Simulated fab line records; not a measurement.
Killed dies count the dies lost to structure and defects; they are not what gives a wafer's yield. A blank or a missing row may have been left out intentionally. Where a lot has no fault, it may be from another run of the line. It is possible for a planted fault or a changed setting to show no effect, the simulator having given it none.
A lot that was struck, set against a sound lot | flow n5Finfet | 14 out of 1938 route steps
Sound: these wafers, L138.2, L138.3, L138.6. Struck: wafers L139.3, L139.5, L139.6. Last of all comes the cause.
Per side, at each step with rows, come the tool, then ch with its chambers, and then its first start. Under that, the readings that differ: sound wafers | struck wafers | difference of the means | sigmas: that difference in standard deviations of wafers without a fault.
alike: words and numbers the same on both sides, and readings whose means are apart by under 2 such deviations; not compared: readings that were withheld, readings missing a value for some wafer, numbers with overlapping values and no deviation given by the record, and bounds like >300 which may hide the same value.
A row with sigmas, a row that says differs or no value, or rows on one side alone: a step with any of these is where the two part. Numbers that don't overlap but have no deviation are shown without sigmas and don't part them. Lack of a reading on every wafer of one side parts them only where that side has two or more wafers.

N5_MIM_BOT_ETCH_ETCH_00: etches TiN in Cl2/BCl3, target depth 45.5 nm.
  sound on rieMetal-01 ch 0,1, day 11 23:35; struck on rieMetal-01 ch 0,1, day 12 02:17
  alike: chamberPressureMTorr, drypumpMotorCurrentA, oesProductAu, throttleValvePct
  not compared: rfHoursCounterH
N5_MIM_BOT_ETCH_STRIP_01: strips in O2.
  sound on rieDiel-02 ch 0,1,3, day 11 23:44; struck on rieDiel-06 ch 1,2, day 12 02:23
  alike: chamberPressureMTorr, drypumpMotorCurrentA, oesProductAu, rfVppV, showerheadPlenumPTorr, throttleValvePct
  not compared: rfHoursCounterH
then, 3 steps without rows for these wafers: N5_MIM_BOT_ETCH_STRIP_02 (strips in post etch residue remover, time 1200 s); N5_MIM_BOT_ETCH_CLEAN_05 (cleans in IPA, time 180 s); N5_MIM_BOT_ETCH_SRD_06 (time 30 s).
N5_PASSIVATION_PECVD_55: deposits SiO2 from SiH4/N2O, target thk 400 nm, time 22.5 s.
  sound on pecvd-04 ch 0,1,2, day 12 00:14; struck on pecvd-04 ch 0,1,2, day 12 02:54
  alike: heaterPowerW, showerheadPlenumPTorr, throttleValvePct
  not compared: sinceWetCleanH
N5_PASSIVATION_PECVD_01: deposits SiNx from SiH4/NH3/N2, target thk 200 nm, time 43.2 s.
  sound on pecvd-04 ch 0,1,2, day 12 00:16; struck on pecvd-04 ch 0,1,2, day 12 02:56
  alike: heaterPowerW, showerheadPlenumPTorr, throttleValvePct
  not compared: sinceWetCleanH
then, 5 steps without rows for these wafers: N5_PASSIVATION_HMDS_03 (time 60 s); N5_PASSIVATION_COAT_04; N5_PASSIVATION_EBR_06; N5_PASSIVATION_SOFTBAKE_05 (time 90 s); N5_PASSIVATION_EXPOSE_07 (exposes mask TV, defocus 0 nm, target cd 3000 nm).
N5_PASSIVATION_PEB_08:
  sound on lithoTrack-03 ch 0, day 12 01:32; struck on lithoTrack-03, day 12 03:28
reading        | sound          | struck | difference                    | sigmas
exhaustPa (Pa) | 43.9 44.9 44.4 | - - -  | no value on the struck wafers | 
  not compared: chillPlateTempC, resistLineTempC
then, 1 step without rows for these wafers: N5_PASSIVATION_DEVELOP_09 (develop time 60 s).

== WHERE THEY PART ==
N5_PASSIVATION_PEB_08 only, going by this record.

WHY: whatever the simulator had introduced
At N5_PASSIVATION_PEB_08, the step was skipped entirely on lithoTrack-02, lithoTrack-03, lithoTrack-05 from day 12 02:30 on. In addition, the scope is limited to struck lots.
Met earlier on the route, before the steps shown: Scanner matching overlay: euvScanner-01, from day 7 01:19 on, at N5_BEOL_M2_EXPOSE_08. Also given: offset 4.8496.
